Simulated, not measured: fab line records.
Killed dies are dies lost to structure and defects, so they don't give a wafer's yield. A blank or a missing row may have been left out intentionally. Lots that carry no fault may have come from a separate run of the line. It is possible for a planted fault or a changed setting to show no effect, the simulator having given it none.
Comparing a struck lot with a sound one || flow n5_finfet || 14 steps out of a route of 1938
Sound: wafers L265.1, L265.2, L265.6. Wafers L271.1, L271.5, L271.6 were the ones struck. At the end, the cause is stated.
Order at every step that has rows: each side's tool, ch and its chambers, its first start. Under that, the readings that differ: sound wafers || struck wafers || difference of the means || sigmas: that difference in standard deviations of wafers without a fault.
alike: same words and numbers on both sides, and readings whose means sit less than 2 such deviations apart. not compared: any withheld reading, any reading some wafer has no value for, any bound like >300 that may hide the same value, and any number with overlapping values for which the record gives no deviation.
Wherever a step has rows on one side only, a row that says differs or no value, or a row with sigmas, the two part there. Numbers that have no deviation but don't overlap get no sigmas and don't part them. A reading that every wafer of one side lacks parts them only if that side has two wafers or more.

N5_BEOL_M3_STRIP_66: strips in CF4.
  sound on rie_diel-02 ch 0,2, day 9 03:16; struck on rie_diel-02 ch 1,2,3, day 10 15:12
  alike: drypump_motor_current_A, oes_product_au, rf_vpp_V, showerhead_plenum_p_Torr, throttle_valve_pct
  not compared: rf_hours_counter_h
N5_BEOL_M3_HM_OPEN_17: chemistry Cl2/BCl3, target TiN, target depth 20 nm, overetch 6 nm.
  sound on rie_metal-03 ch 0, day 9 03:19; struck on rie_metal-01 ch 0,1, day 10 15:14
{"reading": "throttle_valve_pct (%)", "sound": "21.5 21.5 21.5", "struck": "22.7 22.7 22.2", "difference": "+1.0", "sigmas": "+3"}
  alike: drypump_motor_current_A, mfc_ar_sccm, oes_product_au
  not compared: rf_hours_counter_h
N5_BEOL_M3_STRIP_19: strips in O2.
  sound on rie_diel-06 ch 1,3, day 9 03:31; struck on rie_diel-05 ch 0,3, day 10 15:21
  alike: drypump_motor_current_A, oes_product_au, rf_vpp_V, showerhead_plenum_p_Torr, throttle_valve_pct
  not compared: rf_hours_counter_h
N5_BEOL_M3_CD_MEAS_18: pitch 36 nm, target cd 18 nm.
  sound on cd_sem-01 at day 9 03:35; struck on cd_sem-02 at day 10 15:25
  alike: cd_nm
then, 8 steps without rows for these wafers: N5_BEOL_M3_COAT_67 (time 60 s, resist thk 60 nm); N5_BEOL_M3_COAT_68 (time 60 s, resist thk 12 nm); N5_BEOL_M3_COAT_76 (time 60 s, resist thk 5 nm); N5_BEOL_M3_COAT_22 (resist thk 30 nm); N5_BEOL_M3_EBR_24; N5_BEOL_M3_SOFTBAKE_23 (time 60 s); N5_BEOL_M3_EXPOSE_25 (exposes mask V2, defocus 5 nm); N5_BEOL_M3_PEB_26 (peb time 60 s).
N5_BEOL_M3_DEVELOP_27: develop time 30 s.
  sound on litho_track-04 ch 0, day 9 03:58; struck on litho_track-01, day 10 15:41
  no value came back on the struck wafers for chill_plate_temp_C (C), develop_time_s (s), exhaust_pa (Pa); on the sound wafers chill_plate_temp_C (C) reads 22.91 22.83 22.85
{"reading": "model.CAR-EUV_of_BEOL_M3_COAT_22.thk_nm (nm)", "sound": "29.8 29.8 29.6", "struck": "30.2 30 30", "difference": "+0.3", "sigmas": ""}
N5_BEOL_M3_CD_MEAS_28: target cd 25.7 nm, target cd y 23.3 nm.
  sound on cd_sem-01 ch 0, day 9 04:01; struck on cd_sem-02 ch 0, day 10 15:44
{"reading": "cd_nm (nm)", "sound": "25.64 25.92 25.55", "struck": "- - -", "difference": "no value on the struck wafers", "sigmas": ""}

## WHERE THEY PART
Last at N5_BEOL_M3_CD_MEAS_28 as far as this record goes, first at N5_BEOL_M3_HM_OPEN_17.

WHY: whatever the simulator had introduced
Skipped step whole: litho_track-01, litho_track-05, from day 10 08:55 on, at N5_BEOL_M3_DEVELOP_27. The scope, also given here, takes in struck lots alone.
